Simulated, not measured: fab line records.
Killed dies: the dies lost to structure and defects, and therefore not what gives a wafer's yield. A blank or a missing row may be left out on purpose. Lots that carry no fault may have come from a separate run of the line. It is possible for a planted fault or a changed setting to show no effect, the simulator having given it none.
Code-filled problem report in 8D (eight disciplines) form ; flow n5Finfet ; the parts of the form that need people (team, actions taken, sign-off) are left out

1. THE PROBLEM
Mean of barrierFieldEndpointS at N5_BEOL_M15_CMP_49: 9.85 s across 3 wafers in 2 lots; on wafers with no fault it is 11.32 s (standard deviation 0.21). Measured from the usual mean, that is -7.0 standard deviations.
The step: polishes, stops on SiO2, t overpolish 4.9 s, target thk 850 nm.
First seen on wafer L435.5, day 15 15:46, on cmp-03. At this step, 26 wafers from 9 lots have a number in the record. The rule behind "out" and "out of limits": a value lying over 4 standard deviations away from the usual mean. The rest of the wafers with a number are treated as sound.

2. WHAT IT IS, AND WHAT IT ISN'T
question;is;is not
which readings at this step;barrierFieldEndpointS;clearingPlatenRpm, motorCurrentA, retainingRingPressureFrac, slurryFlowMlMin
which lots;L435, L442;L430, L433, L447, L449, L450, L451, L452
which wafers of those lots;L435.5, L442.3, L442.5;L435.6, L442.2
read on which tools;cmp-01, cmp-03;cmp-02
when;from day 15 15:46;"up to then (7 sound wafers); but 16 sound wafers of L442, L447, L449, L450, L451, L452 came after"

3. THE SUSPECTS, EACH WITH WHAT RULES IT OUT
Counting: any tool at a process step up to the reading remains a suspect provided it ran every lot that is out. Sound lots after the first of them don't rule it out here, since some wafers of a struck lot are sound.
- pvdSputter-01 at N5_BEOL_M15_SPUTTER_44 (material Ta, target thk 15 nm, time 24.19 s): kept. Every lot that is out went through it, the first being L435 (day 15 14:55); the last sound lot it ran before that was L430 (day 14 07:25).
Remaining after the count: pvdSputter-01 at N5_BEOL_M15_SPUTTER_44.

4. THE CAUSE (what the simulator had put in)
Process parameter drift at N5_BEOL_M15_SPUTTER_44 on pvdSputter-01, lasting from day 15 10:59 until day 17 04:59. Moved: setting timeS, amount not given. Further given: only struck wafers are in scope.
This tool alone remained once counting was done.

5. THE EFFECT CHAIN, in route order
Each row: a reading where the mean over the struck wafers with a number is more than 3 standard deviations away from the usual. Readings are gone through only where the record gives a usual standard deviation; hours: the median, over the lots, of the time from a lot's start at the first step in this table giving one to that lot's start at this step; sigmas: the change measured in usual standard deviations.
hours;step;reading;usual;on struck wafers;change;sigmas
0;N5_BEOL_M15_CMP_49;barrierFieldEndpointS;11.32 s;9.85;-1.47;-7.0
Process steps it contains:
- N5_BEOL_M15_CMP_49: polishes, stops on SiO2, t overpolish 4.9 s, target thk 850 nm.

6. WHAT WOULD HAVE CAUGHT IT SOONER
5 hours passed between the start of the fault at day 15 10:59 and the first reading out of limits in this record, taken at day 15 15:46.
Of the tool readings at N5_BEOL_M15_SPUTTER_44 for which the record gives a usual standard deviation, none was out on any struck wafer, so an alarm limit of 4 standard deviations on them would not have fired.
Lots out: 2; of these, L442 started N5_BEOL_M15_SPUTTER_44 on pvdSputter-01 after day 15 15:46. A tool hold placed at that time would have kept it from harm.
